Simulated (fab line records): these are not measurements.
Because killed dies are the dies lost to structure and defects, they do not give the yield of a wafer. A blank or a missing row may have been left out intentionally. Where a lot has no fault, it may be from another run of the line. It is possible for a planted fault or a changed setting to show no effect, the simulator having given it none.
fab line records	flow n5-finfet
[record] lots = 10	wafers = 30	last-day = 17
route steps=1938 shown BEOL_M8@1354 PASSIVATION@1936
lots with no fault: from the same line, run without faults
start-h: hours from the record's first day to the start of the lot's first wafer shown	wait-h: hours since the lot's step before	" repeats the value in the row above	L1.1+2: several wafers, shown together as one row	- no value, or no start given	* or withheld: withheld	< > ~ a bound
route shown NAME@n: NAME is a module with steps in the file, n the number in the route of the first one	usual: the fault-free wafers' mean and standard deviation	same: alike in all rows	chamber/n: place in a boat	sites: the reading at each site	_std_site: their standard deviation	_edge_site: the outer-site mean with the inner-site mean subtracted	radius-mm: how far each site lies from the wafer's centre	mask NAME#n: copy n	behind: the most recent tool/chamber to have shaped the wafer	hold: the reason the lot was held/the length of the hold in hours/how it ended	device: names the non-switching transistor (n, p or np)	end of line: the route-end tests of the same wafers	a step with no rows: only its recipe	killed: the dies lost at the first sort to structure and to defects; this is not the yield of the wafer	map: shows each die of a wafer: x if killed, . if not, _ if none is there
set.NAME: the setting that was run; set.NAME@STEP: the one run at that earlier step	model.NAME: the simulator's own value behind a step, which no gauge read
steps of the route over a sample of lots; a table a step, a row a wafer
services: the hour from which a tool's chamber was out of use, counted from the record's first day as start-h (under 0 if before that day), plus the number of hours and why
[[steps]]
[step N5_BEOL_M8_STRIP_19]
[recipe] chemistry = O2	power-w = 400	temp-c = 40	pressure-mtorr = 30	rf-frequency-hz = 6e+07	bias-power-w = 0	overash-fraction = 0.2	o2-flow-sccm = 225
[usual] drypump-motor-current-A = 5.4/0.38	oes-product-au = 0.76/0.084	rf-vpp-V = 3.6/0.67	showerhead-plenum-p-Torr = 2.07/0.079	throttle-valve-pct = 16.68/0.15
[same] overash-fraction = 0.2
lot.wafer	tool	chamber	start-h	wait-h	drypump-motor-current-A	oes-product-au	rf-hours-counter-h	rf-vpp-V	showerhead-plenum-p-Torr	throttle-valve-pct
L261.3	rie-diel-02	3	212.68	0.2	5.4	0.89	46	2.7	2.12	16.50
L261.4	"	1	"	"	5.0	0.87	42	3.1	2.15	16.46
L261.6	"	2	"	"	5.9	0.71	-	2.9	2.15	16.81
L262.2	rie-diel-02	2	224.87	1.0	5.9	0.70	214	3.1	2.15	16.83
L262.4	"	3	"	"	5.4	0.88	51	4.3	2.12	16.53
L262.5	"	1	"	"	5.0	0.85	-	3.0	2.15	16.47
L263.3	rie-diel-02	2	228.70	0.1	5.9	0.70	216	3.3	2.15	16.82
L263.4	"	3	"	"	5.4	0.87	53	4.0	2.12	16.53
L263.6	"	3	"	"	5.4	0.87	-	3.6	2.12	16.53
L265.1	rie-diel-04	1	232.87	0.2	5.3	0.70	229	3.7	2.15	16.87
L265.2	"	2	"	"	4.8	0.87	55	3.5	2.05	16.61
L265.5	"	2	"	"	4.8	0.86	-	2.7	2.05	16.61
L270.1	rie-diel-02	3	275.57	0.1	5.4	0.86	72	2.9	2.12	16.56
L270.2	"	1	"	"	5.0	0.83	68	4.9	2.14	16.50
L270.4	"	2	"	"	5.9	0.69	234	3.2	2.14	16.86
L268.1	rie-diel-02	0	283.25	0.1	5.6	0.69	237	3.4	1.98	16.77
L268.5	"	0	"	"	5.7	0.69	-	3.4	1.98	16.78
L268.6	"	3	"	"	5.4	0.85	-	4.6	2.12	16.58
L276.2	rie-diel-02	3	310.00	0.1	5.4	0.84	82	3.6	2.11	16.60
L276.5	"	1	"	"	5.0	0.81	-	3.5	2.14	16.52
L276.6	"	0	"	"	5.7	0.67	-	5.0	1.97	16.79
L277.1	rie-diel-02	1	318.41	0.2	5.0	0.81	83	3.7	2.13	16.51
L277.2	"	2	"	"	5.9	0.68	249	2.8	2.14	16.88
L277.3	"	0	"	"	5.7	0.67	249	5.0	1.97	16.80
L280.1	rie-diel-04	2	327.77	0.1	4.8	0.82	93	3.1	2.04	16.68
L280.2	"	0	"	"	5.9	0.67	247	3.4	1.96	16.84
L280.4	"	1	"	"	5.3	0.95	7	4.3	2.14	16.49
L279.2	rie-diel-04	3	327.89	0.1	5.6	0.66	246	3.3	1.96	16.73
L279.4	"	0	"	"	5.9	0.66	247	4.0	1.96	16.84
L279.5	"	3	"	"	5.6	0.67	-	2.9	1.96	16.72
[step N5_BEOL_M8_INSPECT_30]
[recipe] mode = adi	inspect-instrument = brightfield
[usual] raw-defect-count = 401/83
lot.wafer	tool	chamber	start-h	wait-h	raw-defect-count
L261.3	defect-inspect-01	-	213.27	0.0	384
L261.4	"	-	"	"	419
L261.6	"	-	"	"	483
L262.2	defect-inspect-01	-	225.34	0.0	426
L262.4	"	-	"	"	423
L262.5	"	-	"	"	490
L263.3	defect-inspect-02	-	229.99	0.0	327
L263.4	"	-	"	"	298
L263.6	"	-	"	"	327
L265.1	defect-inspect-02	-	233.63	0.1	459
L265.2	"	-	"	"	658
L265.5	"	-	"	"	402
L270.1	defect-inspect-02	-	276.08	0.1	476
L270.2	"	-	"	"	394
L270.4	"	-	"	"	424
L268.1	defect-inspect-02	-	284.75	0.1	379
L268.5	"	-	"	"	427
L268.6	"	-	"	"	379
L276.2	defect-inspect-02	-	312.02	0.0	412
L276.5	"	-	"	"	323
L276.6	"	-	"	"	417
L277.1	defect-inspect-02	-	322.06	0.1	430
L277.2	"	-	"	"	432
L277.3	"	-	"	"	544
L280.1	defect-inspect-01	-	329.78	0.1	298
L280.2	"	-	"	"	297
L280.4	"	-	"	"	364
L279.2	defect-inspect-02	-	329.95	0.0	337
L279.4	"	-	"	"	320
L279.5	"	-	"	"	353
[step N5_BEOL_M8_ETCH_72]
[recipe] chemistry = N2/H2	target = underlayer	target-depth-a = 65	mask-material = CAR-EUV	time-s = 5.2	ion-energy-ev = 200	pressure-mtorr = 30	source-w = 840	bias-w = 150	n2-flow-sccm = 200	h2-flow-sccm = 200	ends = cleared
[usual] bias-w = 150.0/0.48	drypump-motor-current-A = 5.5/0.38	etch-rf-on-time-s = 5.28/0.088	h2-flow-sccm = 200.0/0.65	oes-product-au = 0.64/0.065	rf-vpp-V = 523.1/2.8	showerhead-plenum-p-Torr = 2.52/0.1	throttle-valve-pct = 17.87/0.22
lot.wafer	tool	chamber	start-h	wait-h	bias-w	drypump-motor-current-A	etch-rf-on-time-s	h2-flow-sccm	oes-product-au	rf-hours-counter-h	rf-vpp-V	showerhead-plenum-p-Torr	throttle-valve-pct
L261.3	rie-diel-05	3	214.43	0.0	150.7	5.8	5.35	200.1	0.75	-	529.6	2.71	17.70
L261.4	"	2	"	"	149.2	5.9	5.32	200.4	0.59	-	524.5	2.63	17.89
L261.6	"	3	"	"	150.0	5.7	5.37	199.3	0.73	-	528.5	2.71	17.73
L262.2	rie-diel-02	0	226.28	0.0	150.3	5.7	5.31	199.7	0.59	216	523.1	2.43	18.17
L262.4	"	1	"	"	149.8	4.9	5.25	200.4	0.71	49	523.9	2.58	17.52
L262.5	"	2	"	"	150.7	5.9	5.18	199.8	0.61	-	526.2	2.64	18.09
L263.3	rie-diel-04	3	231.10	0.0	149.5	5.7	5.29	199.4	0.59	207	519.5	2.41	17.86
L263.4	"	1	"	"	150.3	5.3	5.15	199.6	0.59	228	526.3	2.60	18.01
L263.6	"	1	"	"	150.6	5.3	5.26	200.2	0.60	-	525.2	2.60	18.00
L265.1	rie-diel-04	3	234.13	0.0	150.1	5.6	5.35	199.8	0.58	208	521.1	2.41	17.90
L265.2	"	1	"	"	150.0	5.3	5.17	199.8	0.60	229	524.3	2.60	18.02
L265.5	"	1	"	"	150.5	5.3	5.15	199.9	0.59	-	526.3	2.60	18.01
L270.1	rie-diel-04	3	276.15	0.0	150.4	5.7	5.40	200.2	0.56	226	520.7	2.41	17.93
L270.2	"	2	"	"	150.0	4.8	5.19	198.5	0.71	73	522.6	2.46	17.66
L270.4	"	0	"	"	150.4	5.9	5.27	200.0	0.59	225	521.0	2.41	18.09
L268.1	rie-diel-04	2	285.04	0.0	150.3	4.8	5.32	200.7	0.69	77	521.4	2.46	17.66
L268.5	"	3	"	"	149.9	5.6	5.46	199.9	0.57	-	520.2	2.41	17.93
L268.6	"	2	"	"	150.8	4.8	5.30	201.4	0.70	-	522.0	2.46	17.66
L276.2	rie-diel-02	1	312.09	0.0	149.2	5.0	5.17	200.1	0.68	79	521.4	2.57	17.56
L276.5	"	0	"	"	150.5	5.7	5.28	198.8	0.57	-	519.7	2.42	18.21
L276.6	"	1	"	"	149.7	5.0	5.25	199.1	0.68	-	523.7	2.57	17.56
L277.1	rie-diel-05	0	322.13	0.0	150.1	4.9	5.31	199.3	0.65	124	523.2	2.56	17.56
L277.2	"	3	"	"	149.8	5.7	5.49	199.2	0.67	68	526.6	2.69	17.77
L277.3	"	2	"	"	148.5	5.9	5.33	200.4	0.57	245	523.5	2.62	17.97
L280.1	rie-diel-05	3	329.85	0.0	150.3	5.7	5.37	201.0	0.70	70	526.8	2.69	17.80
L280.2	"	2	"	"	150.5	5.9	5.21	199.7	0.57	248	524.9	2.61	17.99
L280.4	"	0	"	"	149.9	5.0	5.19	200.1	0.64	127	525.2	2.56	17.55
L279.2	rie-diel-02	0	330.19	0.0	150.0	5.6	5.30	200.3	0.57	255	519.7	2.41	18.24
L279.4	"	1	"	"	150.2	4.9	5.21	199.2	0.68	-	522.4	2.56	17.59
L279.5	"	3	"	"	150.6	5.4	5.23	199.5	0.69	-	524.4	2.55	17.72
[step N5_BEOL_M8_TRENCH_ETCH_37]
[recipe] chemistry = C4F6/O2	target-depth-a = 934.78	target = SiCOH_lowk	time-s = 31.2	ion-energy-ev = 250	pressure-mtorr = 30	source-w = 345	bias-w = 185	Ar_flow_sccm = 300	C4F6_flow_sccm = 10	O2_flow_sccm = 10
[usual] bias-w = 185.0/0.56	drypump-motor-current-A = 5.5/0.38	oes-product-au = 0.75/0.077	rf-vpp-V = 667/9.6	showerhead-plenum-p-Torr = 2.83/0.11	throttle-valve-pct = 20.93/0.19
lot.wafer	tool	chamber	start-h	wait-h	bias-w	drypump-motor-current-A	oes-product-au	rf-hours-counter-h	rf-vpp-V	showerhead-plenum-p-Torr	throttle-valve-pct
L261.3	rie-diel-05	3	214.80	-	185.2	5.7	0.87	-	672	3.01	20.78
L261.4	"	2	"	"	185.7	5.9	0.70	-	671	2.93	20.86
L261.6	"	3	"	"	186.0	5.7	0.87	-	673	3.01	20.79
L262.2	rie-diel-02	0	226.51	-	184.7	5.7	0.69	216	673	2.72	21.04
L262.4	"	1	"	"	185.2	5.0	0.84	49	657	2.90	20.73
L262.5	"	2	"	"	186.0	5.9	0.70	-	649	2.93	21.12
L263.3	rie-diel-04	3	231.34	-	184.7	5.6	0.69	207	683	2.70	20.86
L263.4	"	1	"	"	184.8	5.3	0.69	228	659	2.94	21.21
L263.6	"	1	"	"	184.5	5.3	0.70	-	660	2.94	21.19
L265.1	rie-diel-04	3	234.37	-	184.1	5.6	0.70	208	684	2.70	20.88
L265.2	"	1	"	"	184.4	5.3	0.71	230	661	2.94	21.22
L265.5	"	1	"	"	185.4	5.3	0.71	-	660	2.94	21.22
L270.1	rie-diel-04	3	276.38	-	184.1	5.6	0.68	227	681	2.69	20.91
L270.2	"	2	"	"	185.3	4.8	0.83	74	673	2.77	20.84
L270.4	"	0	"	"	184.4	5.9	0.67	225	658	2.70	21.13
L268.1	rie-diel-04	2	285.28	-	184.7	4.8	0.83	77	672	2.77	20.85
L268.5	"	3	"	"	199.8	5.6	0.68	-	724	2.69	20.92
L268.6	"	2	"	"	185.4	4.8	0.83	-	674	2.77	20.85
L276.2	rie-diel-02	1	312.33	-	184.8	5.0	0.81	79	654	2.89	20.77
L276.5	"	0	"	"	185.8	5.7	0.67	-	672	2.71	21.09
L276.6	"	1	"	"	184.8	5.0	0.80	-	655	2.89	20.76
L277.1	rie-diel-05	0	322.37	-	185.6	5.0	0.76	125	665	2.83	20.48
L277.2	"	3	"	"	185.1	5.7	0.81	68	671	2.99	20.85
L277.3	"	2	"	"	185.1	5.9	0.68	245	670	2.92	20.90
L280.1	rie-diel-05	3	330.08	-	185.6	5.7	0.81	70	670	2.99	20.85
L280.2	"	2	"	"	184.8	5.9	0.69	248	668	2.92	20.91
L280.4	"	0	"	"	185.4	5.0	0.74	127	662	2.83	20.46
L279.2	rie-diel-02	0	330.43	-	185.3	5.7	0.67	256	672	2.70	21.07
L279.4	"	1	"	"	185.3	5.0	0.79	-	653	2.88	20.77
L279.5	"	3	"	"	185.6	5.4	0.82	-	661	2.87	20.85
[step N5_PASSIVATION_PROBE_49]
[usual] defect-limited-yield = 91.7/1.5	killed_at_M0_to_M3 = 32/9.6	killed_at_M4_up = 13/5.3	killed-at-contacts = 12/6.8	killed-at-front-end = 36/9.8	killed-at-other = 4/3.1	killed-dies = 98/17	killed-open = 65/13	killed-short = 32/8.5	sort_bin_5_function = 4.9/0.93	sort_bin_6_memory = 3.2/0.67	sort_bin_8_speed = 0.00/0.02	sort-n-pass = 1082/17	sort-yield-pct = 91.7/1.4
[same] gross-dies = 1180	killed-at-back-side = 0	sort_bin_4_leakage[%] = 0
lot.wafer	tool	chamber	start-h	wait-h	defect-limited-yield[%]	killed_at_M0_to_M3	killed_at_M4_up	killed-at-contacts	killed-at-front-end	killed-at-other	killed-dies	killed-open	killed-short	sort_bin_5_function[%]	sort_bin_6_memory[%]	sort_bin_8_speed[%]	sort-n-pass	sort-yield-pct[%]
L261.3	prober-02	-	281.45	0.1	93.6	23	10	9	31	3	76	49	26	3.1	2.9	0	1104	93.6
L261.4	prober-02	-	281.50	0.2	92.6	22	14	10	39	2	87	48	38	4.3	2.9	0	1093	92.6
L261.6	prober-02	-	281.60	0.3	92.0	24	13	3	49	5	94	58	34	4.7	3.1	0	1086	92.0
L262.2	prober-01	-	293.20	0.1	89.7	46	16	14	41	4	121	82	38	5.3	4.6	0	1059	89.7
L262.4	prober-01	-	293.30	0.2	90.5	31	14	7	54	6	112	80	31	5.3	3.9	0	1068	90.5
L262.5	prober-01	-	293.35	0.2	91.7	36	13	16	31	2	98	65	31	5.1	3.0	0	1082	91.7
L265.1	prober-02	-	306.07	0.0	90.9	33	16	8	48	2	107	73	32	5.2	3.5	0	1073	90.9
L265.2	prober-02	-	306.12	0.1	91.5	28	15	14	43	0	100	69	28	4.7	3.6	0	1080	91.5
L265.5	prober-02	-	306.27	0.2	93.3	20	11	8	36	4	79	57	20	3.6	3.0	0	1101	93.3
L268.5	prober-02	-	359.35	0.2	91.8	32	16	14	33	2	97	58	39	4.8	3.1	0	1083	91.8
L270.4	prober-02	-	361.45	1.4	91.4	27	7	21	45	2	102	68	34	5.3	3.2	0	1078	91.4
L277.1	prober-02	-	388.96	0.0	90.3	39	8	14	45	9	115	74	41	6.4	3.1	0	1065	90.3
L277.2	prober-02	-	389.01	0.1	90.0	49	14	19	35	1	118	76	42	6.3	3.3	0	1062	90.0
L277.3	prober-02	-	389.06	0.1	89.3	64	15	11	31	5	126	83	43	6.0	4.4	0	1054	89.3
L279.2	prober-01	-	398.46	0.1	93.0	20	20	14	25	4	83	56	27	3.6	3.2	0	1097	93.0
L279.4	prober-01	-	398.56	0.2	91.4	26	13	21	36	5	101	64	37	5.0	3.2	0	1079	91.4
L279.5	prober-01	-	398.61	0.2	92.5	35	5	12	33	4	89	58	31	4.0	3.3	0	1091	92.5
// killed by level:class
L261.3 FIN_SAQP:geometric-particle:short=10 MOL_CONTACT_COAG:geometric-particle:open=9 GATE_CUT:geometric-particle:short=7 BEOL_M1:geometric-particle:open=7 FIN_SAQP:geometric-particle:open=5 BEOL_M4:geometric-particle:open=5 BEOL_M0_SAQP:geometric-particle:open=4 BEOL_M2:geometric-particle:open=4
L261.4 FIN_SAQP:geometric-particle:short=13 MOL_CONTACT_COAG:geometric-particle:open=8 FIN_SAQP:geometric-particle:open=6 STI_FIN_REVEAL:geometric-particle:open=6 BEOL_M0_SAQP:geometric-particle:short=5 BEOL_M1:geometric-particle:open=5 BEOL_M2:geometric-particle:open=5 STI_FIN_REVEAL:geometric-particle:short=3
L261.6 FIN_SAQP:geometric-particle:open=10 GATE_CUT:geometric-particle:short=7 BEOL_M1:geometric-particle:open=6 BEOL_M0_SAQP:geometric-particle:open=5 STARTING-WAFER:geometric-particle:open=5 FIN_SAQP:geometric-particle:short=4 DUMMY_GATE:geometric-particle:open=4 GATE_CUT:geometric-particle:open=4
L262.2 BEOL_M2:geometric-particle:open=15 GATE_CUT:geometric-particle:short=11 MOL_CONTACT_COAG:geometric-particle:open=11 BEOL_M3:geometric-particle:open=9 BEOL_M1:geometric-particle:open=8 FIN_SAQP:geometric-particle:open=4 FIN_CUT:geometric-particle:short=4 GATE_CUT:geometric-particle:open=4
L262.4 FIN_SAQP:geometric-particle:open=15 BEOL_M3:geometric-particle:open=10 GATE_CUT:geometric-particle:short=9 BEOL_M2:geometric-particle:open=9 FIN_SAQP:geometric-particle:short=8 BEOL_M4:geometric-particle:open=6 BEOL_M5:geometric-particle:open=5 STI_FIN_REVEAL:geometric-particle:open=5
L262.5 MOL_CONTACT_COAG:geometric-particle:open=13 BEOL_M2:geometric-particle:open=9 FIN_SAQP:geometric-particle:open=8 BEOL_M4:geometric-particle:open=8 FIN_SAQP:geometric-particle:short=6 BEOL_M3:geometric-particle:short=5 BEOL_M3:geometric-particle:open=5 STARTING-WAFER:geometric-particle:open=5
L265.1 STI_FIN_REVEAL:geometric-particle:open=13 BEOL_M0_SAQP:geometric-particle:open=13 FIN_SAQP:geometric-particle:open=12 MOL_CONTACT_COAG:geometric-particle:open=8 BEOL_M0_SAQP:geometric-particle:short=7 BEOL_M1:geometric-particle:open=5 FIN_SAQP:geometric-particle:short=4 GATE_CUT:geometric-particle:short=4
L265.2 STI_FIN_REVEAL:geometric-particle:open=13 MOL_CONTACT_COAG:geometric-particle:open=12 FIN_SAQP:geometric-particle:short=8 BEOL_M1:geometric-particle:open=8 BEOL_M0_SAQP:geometric-particle:open=6 FIN_SAQP:geometric-particle:open=5 BEOL_M0_SAQP:geometric-particle:short=5 BEOL_M2:geometric-particle:open=5
L265.5 STI_FIN_REVEAL:geometric-particle:open=15 GATE_CUT:geometric-particle:short=7 MOL_CONTACT_COAG:geometric-particle:open=7 BEOL_M2:geometric-particle:open=6 DUMMY_GATE:geometric-particle:open=4 BEOL_M0_SAQP:geometric-particle:open=4 BEOL_M3:geometric-particle:open=4 FIN_SAQP:geometric-particle:open=3
L268.5 MOL_CONTACT_COAG:geometric-particle:open=10 BEOL_M0_SAQP:geometric-particle:short=7 BEOL_M4:geometric-particle:open=7 FIN_SAQP:geometric-particle:short=6 BEOL_M0:geometric-particle:open=6 GATE_CUT:geometric-particle:open=6 FIN_SAQP:geometric-particle:open=5 BEOL_M0_SAQP:geometric-particle:open=5
L270.4 MOL_CONTACT_COAG:geometric-particle:open=19 STI_FIN_REVEAL:geometric-particle:open=17 BEOL_M0_SAQP:geometric-particle:short=7 BEOL_M1:geometric-particle:open=6 GATE_CUT:geometric-particle:short=5 FIN_SAQP:geometric-particle:short=4 GATE_CUT:geometric-particle:open=4 FIN_SAQP:geometric-particle:open=3
L277.1 FIN_SAQP:geometric-particle:open=14 FIN_SAQP:geometric-particle:short=12 MOL_CONTACT_COAG:geometric-particle:open=11 BEOL_M0_SAQP:geometric-particle:short=11 BEOL_M0:geometric-particle:open=7 BEOL_M1:geometric-particle:open=6 BEOL_M2:geometric-particle:open=6 DUMMY_GATE:geometric-particle:open=5
L277.2 MOL_CONTACT_COAG:geometric-particle:open=17 BEOL_M0_SAQP:geometric-particle:short=15 BEOL_M1:geometric-particle:open=12 BEOL_M0_SAQP:geometric-particle:open=9 BEOL_M4:geometric-particle:open=8 FIN_SAQP:geometric-particle:open=6 BEOL_M2:geometric-particle:open=5 STARTING-WAFER:geometric-particle:open=5
L277.3 BEOL_M0_SAQP:geometric-particle:open=25 BEOL_M0_SAQP:geometric-particle:short=20 FIN_SAQP:geometric-particle:open=13 FIN_SAQP:geometric-particle:short=9 BEOL_M2:geometric-particle:open=9 MOL_CONTACT_COAG:geometric-particle:open=6 MOL_CONTACT_COAG:geometric-particle:short=5 BEOL_M0:geometric-particle:open=4
L279.2 BEOL_M4:geometric-particle:open=12 MOL_CONTACT_COAG:geometric-particle:open=9 BEOL_M3:geometric-particle:open=6 MOL_CONTACT_COAG:geometric-particle:short=5 BEOL_M0_SAQP:geometric-particle:short=5 GATE_CUT:geometric-particle:short=4 BEOL_M4:geometric-particle:short=4 FIN_SAQP:geometric-particle:open=3
L279.4 MOL_CONTACT_COAG:geometric-particle:open=15 BEOL_M4:geometric-particle:open=8 STI_FIN_REVEAL:geometric-particle:open=7 MOL_CONTACT_COAG:geometric-particle:short=6 BEOL_M3:geometric-particle:open=6 FIN_SAQP:geometric-particle:short=5 GATE_CUT:geometric-particle:short=5 GATE_CUT:geometric-particle:open=5
L279.5 BEOL_M3:geometric-particle:open=12 BEOL_M0_SAQP:geometric-particle:short=11 FIN_SAQP:geometric-particle:open=9 MOL_CONTACT_COAG:geometric-particle:open=7 BEOL_M0_SAQP:geometric-particle:open=7 STI_FIN_REVEAL:geometric-particle:open=5 MOL_CONTACT_COAG:geometric-particle:short=5 FIN_SAQP:geometric-particle:short=4
[[services]]
tool	chamber	start-h	hours	kind
rie-diel-04	-	212.45	14.6	pm
rie-diel-05	0	213.96	11.5	repair
rie-diel-05	1	253.43	2.5	repair
rie-diel-02	-	273.16	0.6	repair
rie-diel-05	-	278.82	0.5	repair
rie-diel-05	2	282.21	3.3	repair
rie-diel-04	1	289.29	-	clean
rie-diel-04	1	289.29	-	consumable-replace:focus-ring
rie-diel-04	1	289.29	17.8	scheduled-down
rie-diel-04	1	289.29	17.8	vent-cycle
rie-diel-02	3	310.74	16.3	repair
rie-diel-02	2	327.39	-	clean
rie-diel-02	2	327.39	-	consumable-replace:focus-ring
rie-diel-02	2	327.39	35.9	scheduled-down
rie-diel-02	2	327.39	35.9	vent-cycle
rie-diel-04	0	330.12	3.0	repair
[[key]]
[first-sign] step = N5_BEOL_M8_TRENCH_ETCH_37	reading = bias-w	direction = up	sigmas = 26	usual = *	struck = *
[effect] step = N5_BEOL_M8_TRENCH_ETCH_37	reading = rf-vpp-V	direction = up	sigmas = 5.9	usual = 667	struck = 724
met-at N5_BEOL_M8_TRENCH_ETCH_37
struck-lots L268
struck-wafers L268.5
not-acting-at N5_BEOL_M8_STRIP_19,N5_BEOL_M8_INSPECT_30,N5_BEOL_M8_ETCH_72
onset-between 276.38 285.28
[fault] kind = process-parameter-drift	tool = rie-diel-04	chamber = 3	onset-h = 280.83	steps = N5_BEOL_M8_TRENCH_ETCH_37	channel = bias-w	offset = *	shape = step	end-h = 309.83	acts-in = *	stated = *
